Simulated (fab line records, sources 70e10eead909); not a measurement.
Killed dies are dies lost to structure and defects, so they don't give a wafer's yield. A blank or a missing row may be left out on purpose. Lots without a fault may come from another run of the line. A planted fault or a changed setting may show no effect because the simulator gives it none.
A struck lot beside a sound one | flow nand_harc | 13 steps out of a route of 1302
Sound: wafers L824.1, L824.4, L824.5. Struck: wafers L816.3, L816.5, L816.6. The cause comes at the end.
At each step with rows: each side's tool, then ch and its chambers, then its first start. Under that, the readings that differ: sound wafers | struck wafers | difference of the means | sigmas: that difference in standard deviations of wafers without a fault.
alike: readings whose means differ by less than 2 such deviations, and words and numbers that are the same on both sides. not compared: withheld readings, readings that some wafer has no value for, bounds like >300 that may hide the same value, and numbers for which the record gives no deviation and whose values overlap.
The two part at a step that has a row with sigmas, a row that says differs or no value, or rows on one side only. Numbers that don't overlap but have no deviation are shown without sigmas and don't part them. A reading that every wafer of one side lacks parts them only if that side has two wafers or more.

first, 12 steps without rows for these wafers: NHARC_P_STI_PRECLEAN_27 (cleans in SC1); NHARC_P_STI_SRD_28; NHARC_P_STI_OXIDE_29 (material SiO2, target thk 10 nm, ox time 1362 s); NHARC_P_STI_HM_DEP_30 (deposits Si3N4, target thk 80 nm, time 873 s); NHARC_P_STI_DEHYDRATE_01 (time 120 s); NHARC_P_STI_HMDS_02 (time 30 s); NHARC_P_STI_COAT_41 (time 65 s); NHARC_P_STI_COAT_03 (resist thk 600 nm); NHARC_P_STI_SOFTBAKE_04 (time 70 s); NHARC_P_STI_EBR_05; NHARC_P_STI_EXPOSE_06 (exposes mask P STI, target cd 200 nm); NHARC_P_STI_PEB_07 (peb time 80 s).
NHARC_P_STI_DEVELOP_08: time 50 s.
  sound on litho_track-02 ch 0, day 8 17:00; struck on litho_track-02, day 5 06:00
  no value came back on the struck wafers for chill_plate_temp_C (C), developer_temp_C (C); on the sound wafers chill_plate_temp_C (C) reads 22.80 23.00 22.86

WHERE THEY PART
Only at NHARC_P_STI_DEVELOP_08, within this record.

WHY: what the simulator had put in
Skipped step whole: litho_track-02, from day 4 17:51 on, at NHARC_P_STI_DEVELOP_08. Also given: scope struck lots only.
